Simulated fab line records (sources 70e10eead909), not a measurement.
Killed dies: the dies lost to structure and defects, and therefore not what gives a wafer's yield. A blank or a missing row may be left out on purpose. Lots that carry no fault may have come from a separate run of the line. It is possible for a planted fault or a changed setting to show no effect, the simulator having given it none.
Comparing a struck lot with a sound one -- flow nand harc -- 13 steps out of a route of 1302
Sound: wafers L802.2, L802.5, L802.6. Wafers struck: L818.1, L818.2, L818.5. The cause is given at the end.
Per side, at each step with rows, come the tool, then ch with its chambers, and then its first start. Under that, the readings that differ: sound wafers -- struck wafers -- difference of the means -- sigmas: that difference in standard deviations of wafers without a fault.
alike: same words and numbers on both sides, and readings whose means sit less than 2 such deviations apart. not compared: any withheld reading, any reading some wafer has no value for, any bound like >300 that may hide the same value, and any number with overlapping values for which the record gives no deviation.
A row with sigmas, a row that says differs or no value, or rows on one side alone: a step with any of these is where the two part. Non-overlapping numbers with no deviation appear without sigmas and do not part them. A reading that every wafer of one side lacks parts them only if that side has two wafers or more.

first, 4 steps without rows for these wafers: NHARC_A_WL_FILL_STRIP_28 (strips in post etch residue remover, time 1200 s); NHARC_A_WL_FILL_PRECLEAN_06 (cleans in DIW, time 300 s); NHARC_A_WL_FILL_SRD_07; NHARC_A_WL_FILL_ANNEAL_08 (time 1800 s).
NHARC_A_WL_FILL_ALD_10: deposits SiO2, target thk 50 nm, pulse time 10 s, ald cycles 500.
  sound on ald hk-02 ch 0,2,3, day 22 15:59; struck on ald hk-04 ch 0,2,3, day 29 12:44
  alike: heater power w, precursor pulse height rel
NHARC_A_WL_FILL_ETCHBACK_16: etches the open film in C4F8/O2/Ar, target depth 120 nm, time 24 s.
  sound: rie diel-06 ch 1,2,3; struck: rie diel-13 ch 0,1,2
  alike: oes product au, rf fwd power W, rf vpp V, run length s
  not compared: rf hours counter h
NHARC_A_WL_FILL_STRIP_29: strips in O2, time 20 s.
  sound on rie diel-06 ch 0,2,3, day 22 19:11; struck on rie diel-13 ch 0,3, day 29 16:25
  alike: drypump motor current A, oes product au, rf vpp V, showerhead plenum p Torr, throttle valve pct
  not compared: rf hours counter h
NHARC_A_WL_FILL_ETCHBACK_17: etches the open film in Cl2/BCl3, target depth 4 nm, time 26.7 s.
  sound on rie metal-02 ch 0,1, day 22 19:17; struck on rie metal-03 ch 0,1, day 29 16:30
  alike: drypump motor current A, oes product au, run length s
  not compared: rf hours counter h
then, 3 steps without rows for these wafers: NHARC_A_WL_FILL_PRECLEAN_18 (cleans in dHF, time 30 s); NHARC_A_WL_FILL_SRD_21; NHARC_A_WL_FILL_CVD_23 (deposits poly-Si, target thk 40 nm, time 800 s).
NHARC_A_WL_FILL_ETCHBACK_26: etches the open film in HBr, target depth 52 nm, time 13.3 s.
  sound on rie si-01 ch 1,2,3, day 22 22:22; struck on rie si-01 ch 0,2, day 29 21:46
reading,sound,struck,difference,sigmas
rf fwd power W (W),347.2 343.8 342.6,- - -,no value on the struck wafers,
run length s (s),34.83 34.24 34.76,30.62 29.89 30.57,-4.25,-14
  alike: drypump motor current A, oes product au, throttle valve pct
  not compared: rf hours counter h
then, 1 step without rows for these wafers: NHARC_A_WL_FILL_PRECLEAN_30 (cleans in dHF, time 10 s).

== WHERE THEY PART ==
NHARC_A_WL_FILL_ETCHBACK_26 only, going by this record.

WHY: whatever the simulator had introduced
Process parameter drift: rie si-01, from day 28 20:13 on, at NHARC_A_WL_FILL_ETCHBACK_26. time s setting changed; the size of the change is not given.
